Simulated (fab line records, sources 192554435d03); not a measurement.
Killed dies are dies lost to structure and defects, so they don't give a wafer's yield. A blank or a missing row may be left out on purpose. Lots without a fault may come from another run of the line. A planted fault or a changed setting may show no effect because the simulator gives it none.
Chamber matching | flow n5_finfet | N5_BEOL_M8_STRIP_36 on rie_diel-04: 4 sister chambers
The step strips in N2/H2. 4 wafers are shown with their chamber, then 7 later ones without.

WAFERS WITH THEIR CHAMBER
wafer  | chamber | showerhead_plenum_p_Torr (Torr)
L075.5 | 2       | 2.40
L077.5 | 3       | 2.57
L079.3 | 1       | 2.49
L079.4 | 0       | 2.72

WAFERS WITHOUT THEIR CHAMBER
wafer  | showerhead_plenum_p_Torr (Torr)
L079.6 | 2.57
L089.1 | 2.71
L089.4 | 2.71
L089.5 | 2.48
L094.2 | 2.70
L094.3 | 2.47
L094.5 | 2.70

WHICH CHAMBER EACH WENT THROUGH
wafer  | from the rows above | in truth
L079.6 | 3                   | 3
L089.1 | 0                   | 0
L089.4 | 0                   | 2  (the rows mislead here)
L089.5 | 1                   | 1
L094.2 | 0                   | 0
L094.3 | 1                   | 1
L094.5 | 0                   | 0
Placed correctly: 6 of 7. Can't be placed from these rows: 0. Placed wrongly: 1.
How it was worked out, from the rows above alone: a wafer's distance from a chamber is the root of the sum, over the readings, of the square of ((its reading less the chamber's mean) divided by the reading's scatter). The wafer belongs to the nearest chamber; if the next one is less than 2 further off, it can't be placed. A chamber's mean is the mean of its shown wafers. The scatter: with one shown wafer a chamber, the root of the mean of the squares of how far each hidden wafer lies from its nearest shown one.
